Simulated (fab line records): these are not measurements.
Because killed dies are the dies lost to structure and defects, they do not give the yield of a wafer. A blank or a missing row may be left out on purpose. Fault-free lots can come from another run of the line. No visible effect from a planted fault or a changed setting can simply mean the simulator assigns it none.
Chamber matching -- flow n5_finfet -- N5_FIN_SAQP_SPACER2_ALD_28 on ald_sin-04 has 4 sister chambers
The step deposits SiO2, target thk 8.1 nm, pulse time 1 s, purge time 2 s. 27 wafers are shown with their chamber, then 12 later ones without.

## WAFERS PAIRED WITH THEIR CHAMBERS
wafer,chamber,heater_power_w (W),precursor_pulse_height_rel
L074.2,1,517,0.995
L074.3,0,471,1.018
L074.5,2,557,1.000
L075.2,0,467,0.994
L075.3,2,537,1.000
L075.4,1,487,0.977
L076.1,2,551,0.990
L076.2,0,463,1.000
L076.5,1,507,0.995
L081.1,0,465,0.950
L081.3,1,511,0.972
L081.6,2,545,1.013
L083.1,0,468,1.023
L083.2,2,544,1.015
L083.6,2,553,0.959
L084.2,2,549,1.027
L084.3,1,502,1.002
L084.6,0,455,0.974
L085.1,1,516,1.018
L085.2,2,540,1.035
L085.3,3,434,1.017
L086.3,1,512,1.001
L086.5,1,511,1.023
L086.6,2,537,1.001
L088.1,1,494,0.995
L088.4,2,532,0.997
L088.5,2,546,0.984

SIGNATURES (averages over the wafers above)
reading,chamber 0,chamber 1,chamber 2,chamber 3,scatter within a chamber
heater_power_w,464.83,506.33,544.64,434.00,8.24
precursor_pulse_height_rel,0.99317,0.99756,1.00191,1.01700,0.0212
Rule: a wafer lies at a distance from a chamber equal to the root of the sum of squares, over the readings, of (its reading less the chamber's mean, divided by the reading's scatter). The wafer belongs to the nearest chamber; if the next one is less than 2 further off, it can't be placed. How the scatter is found: for the shown wafers, subtract from each reading the mean of its chamber, square and add these, divide the total by (wafers less chambers), then take the root.

## WAFERS WITHOUT THEIR CHAMBER
wafer,heater_power_w (W),precursor_pulse_height_rel
L089.1,534,0.953
L089.2,513,1.035
L089.6,500,0.994
L092.1,471,0.984
L092.2,537,0.979
L092.5,538,1.041
L094.1,440,0.972
L094.2,543,0.992
L094.4,549,1.027
L096.2,536,0.995
L096.5,539,1.013
L096.6,515,1.048

## EACH ONE'S CHAMBER
wafer,from the rows above,in truth
L089.1,can't be placed: 2 or 1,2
L089.2,1,1
L089.6,1,1
L092.1,0,0
L092.2,2,2
L092.5,2,2
L094.1,can't be placed: 3 or 0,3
L094.2,2,2
L094.4,2,2
L096.2,2,2
L096.5,2,2
L096.6,can't be placed: 1 or 2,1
Correctly placed: 9 of 12. Not placeable from these rows: 3 (in 3, the candidates include the true chamber). Number placed wrongly: 0.
